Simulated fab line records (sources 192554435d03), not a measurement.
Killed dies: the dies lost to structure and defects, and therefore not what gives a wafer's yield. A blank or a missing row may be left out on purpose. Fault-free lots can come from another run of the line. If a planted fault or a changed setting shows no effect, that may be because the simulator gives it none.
One fault through the eyes of 2 desks | flow n5Finfet | each desk holds nothing but its own numbers, with what lay behind them at the end

## AT THE METROLOGY DESK
What the gauges read, lot by lot, whatever tool the lot ran on: means of the sampled wafers that have a number. The brackets show how far a lot's mean lies from the usual mean; more than 4 standard deviations puts the lot out of limits, marked OUT. Readings shown: 7 out of 11 (the first out of limits, and those lying furthest out on some lot).
Columns: A = cdNm at N5_SD_EPI_N_CD_MEAS_09, usual 119.7 nm; B = DIBL_N at N5_BEOL_M4_RC_MEAS_101, usual 36.1 mV/V; C = DIBL_P at N5_BEOL_M4_RC_MEAS_101, usual 36.1 mV/V; D = ION_N at N5_BEOL_M4_RC_MEAS_101, usual 675 uA/um; E = ION_P at N5_BEOL_M4_RC_MEAS_101, usual 462 uA/um; F = SS_P at N5_BEOL_M4_RC_MEAS_101, usual 73.3 mV/dec; G = VT_N at N5_BEOL_M4_RC_MEAS_101, usual 250.0 mV
lot  | first seen here | A                | B    | C    | D   | E   | F    | G
L603 | day 3 06:58     | 118.8            | 33.8 | 33.7 | 665 | 456 | 72.9 | 252.5
L604 | day 3 14:30     | 120.1            | 36.8 | 37.5 | 672 | 451 | 73.6 | 250.9
L605 | day 3 21:26     | 119.8            | 37.1 | 36.9 | 682 | 467 | 73.6 | 250.3
L606 | day 4 00:49     | 113.4 (-11) OUT  | 35.3 | 36.0 | 679 | 463 | 73.4 | 249.6
L609 | day 4 22:16     | 119.9            | 35.6 | 34.1 | 675 | 464 | 72.8 | 250.9
L610 | day 5 00:14     | 116.1 (-6.5) OUT | 35.9 | 36.0 | 672 | 463 | 72.9 | 250.4
L616 | day 6 13:23     | 119.7            | 36.7 | 35.4 | 681 | 460 | 73.0 | 246.2
L617 | day 6 19:08     | 119.6            | 36.6 | 36.4 | 673 | 462 | 73.0 | 249.8
L622 | day 8 01:11     | 120.0            | 37.8 | 37.5 | 688 | 465 | 74.2 | 248.3
This desk's finding: out of limits on L606, L610; first on L606, day 4 00:49 (cdNm at N5_SD_EPI_N_CD_MEAS_09). In limits: L603, L604, L605, L609, L616, L617, L622.

## AT THE TOOL OWNER'S DESK: arfiScanner-03
The tool's own readings at N5_SD_EPI_N_EXPOSE_06 (exposes mask SD N BLK, target cd 120 nm): means of the sampled wafers that have a number, for each lot that ran on this tool. The brackets show how far a lot's mean lies from the usual mean; more than 4 standard deviations puts the lot out of limits, marked OUT.
Columns: A = exposureDoseMJCm2 at N5_SD_EPI_N_EXPOSE_06, usual 39.73
lot  | first seen here | A
L604 | day 3 14:23     | 39.72
L605 | day 3 21:19     | 39.74
L606 | day 4 00:41     | 36.67 (-73) OUT
L610 | day 5 00:07     | 37.28 (-58) OUT
This desk's finding: out of limits on L606, L610; first on L606, day 4 00:41 (exposureDoseMJCm2 at N5_SD_EPI_N_EXPOSE_06). In limits: L604, L605.

## PUT TOGETHER
At day 4 00:41, on L606, L610, the tool owner's desk was in a position to raise an alarm.
An alarm was possible from the metrology desk at day 4 00:49, on L606, L610.
All the named lots went through N5_SD_EPI_N_EXPOSE_06 on arfiScanner-03.

## WHAT WAS PUT IN BY THE SIMULATOR
Process parameters drifting: arfiScanner-03 at N5_SD_EPI_N_EXPOSE_06, beginning at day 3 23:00. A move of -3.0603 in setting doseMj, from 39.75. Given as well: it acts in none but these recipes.
Lots struck among those shown: L606, L610.
Time in hours from fault onset to the first out-of-limits reading at each desk: tool owner's desk 2, metrology desk 2.
